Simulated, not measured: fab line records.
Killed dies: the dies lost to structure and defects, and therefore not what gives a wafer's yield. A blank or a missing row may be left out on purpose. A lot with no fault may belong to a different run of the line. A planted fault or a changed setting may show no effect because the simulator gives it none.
A struck lot beside a sound one + flow n5-finfet + 15 steps out of a route of 1938
Sound: wafers L219.1, L219.2, L219.4. Wafers struck: L209.1, L209.3, L209.5. The cause is named last.
At each step with rows: each side's tool, then ch and its chambers, then its first start. Under that, the readings that differ: sound wafers + struck wafers + difference of the means + sigmas: that difference in standard deviations of wafers without a fault.
alike: words and numbers the same on both sides, and readings whose means are apart by under 2 such deviations; not compared: readings that were withheld, readings missing a value for some wafer, numbers with overlapping values and no deviation given by the record, and bounds like >300 which may hide the same value.
The two part at a step that has a row with sigmas, a row that says differs or no value, or rows on one side only. Numbers that have no deviation but don't overlap get no sigmas and don't part them. A reading missing from all wafers of one side parts the sides only when that side holds two or more wafers.

first, 4 steps without rows for these wafers: N5_BEOL_M5_CURE_80 (cures SiCOH lowk, time 120 s); N5_BEOL_M5_DEGAS_44 (time 60 s); N5_BEOL_M5_PRE_CLEAN_45 (time 30 s); N5_BEOL_M5_ALD_86 (deposits TaN, pulse time 2 s, purge time 3 s, co reactant purge time 2 s).
N5_BEOL_M5_SURFACE_TREAT_87:
  sound: pvd-sputter-02 at day 12 11:23; struck: pvd-sputter-01 at day 9 06:22
  not compared: throttle-valve-pct
then, 1 step without rows for these wafers: N5_BEOL_M5_CVD_47 (deposits Co from CCTBA/H2, target thk 3 nm, time 216 s).
N5_BEOL_M5_SPUTTER_48: material Cu, target thk 15 nm, time 27.62 s.
  sound: pvd-sputter-03 at day 12 11:42; struck: pvd-sputter-02 at day 9 06:40
  alike: chamber-pressure-pa, chuck-gas-flow-sccm, substrate-temp-c, throttle-valve-pct
then, 1 step without rows for these wafers: N5_BEOL_M5_ANNEAL_49 (time 1800 s).
N5_BEOL_M5_SPUTTER_81: material Cu, target thk 15 nm, time 27.62 s.
  sound: pvd-sputter-03 at day 12 12:47; struck: pvd-sputter-02 at day 9 07:45
  alike: chamber-pressure-pa, chuck-gas-flow-sccm, substrate-temp-c, throttle-valve-pct
N5_BEOL_M5_ANNEAL_82: time 1800 s.
  sound: pvd-sputter-03 at day 12 12:52; struck: pvd-sputter-02 at day 9 07:50
  alike: heater-power-w, susceptor_temp_C_max
then, 2 steps without rows for these wafers: N5_BEOL_M5_SPUTTER_83 (material Cu, target thk 15 nm, time 27.62 s); N5_BEOL_M5_ANNEAL_84 (time 1800 s).
N5_BEOL_M5_SPUTTER_88: material Cu, target thk 15 nm, time 27.62 s.
  sound: pvd-sputter-03 at day 12 14:58; struck: pvd-sputter-02 at day 9 09:55
  no value came back on the struck wafers for chamber-pressure-pa (Pa), chuck-gas-flow-sccm (sccm), substrate-temp-c (C), throttle-valve-pct (%); on the sound wafers chamber-pressure-pa (Pa) reads 0.06999 0.07028 0.07002
N5_BEOL_M5_ANNEAL_89: time 1800 s.
  sound: pvd-sputter-03 at day 12 15:02; struck: pvd-sputter-02 at day 9 10:00
  alike: heater-power-w, susceptor_temp_C_max
-- record jumps: 4 days separate the struck wafers' starts on either side; left off in module BEOL_M5, taken up again in module PASSIVATION, whose first shown step is the route's number 1936 --
N5_PASSIVATION_PROBE_49:
  sound: prober-02 at day 16 02:28; struck: prober-01 at day 13 09:14
| reading                  | sound          | struck         | difference | sigmas |
|--------------------------|----------------|----------------|------------|--------|
| defect-limited-yield (%) | 93.4 92.7 92.4 | 90.2 89.9 89.7 | -2.9       | -2     |
| killed_at_M4_up          | 17 14 12       | 38 34 38       | +22        | +5     |
| killed-dies              | 78 86 90       | 116 119 121    | +34        | +2     |
| sort_bin_4_leakage (%)   | 0 1.61 0       | 0 0 0          | -1         | -4     |
| sort_bin_5_function (%)  | 3.6 4.0 5.3    | 6.4 5.9 6.5    | +2.0       | +2     |
  alike: killed_at_M0_to_M3, killed-at-contacts, killed-at-front-end, killed-at-other, killed-open, killed-short, sort_bin_6_memory, sort_bin_8_speed, sort-n-pass, sort-yield-pct

## WHERE THEY PART
First at N5_BEOL_M5_SPUTTER_88; last, within this record, at N5_PASSIVATION_PROBE_49.

WHY: what had been put in by the simulator
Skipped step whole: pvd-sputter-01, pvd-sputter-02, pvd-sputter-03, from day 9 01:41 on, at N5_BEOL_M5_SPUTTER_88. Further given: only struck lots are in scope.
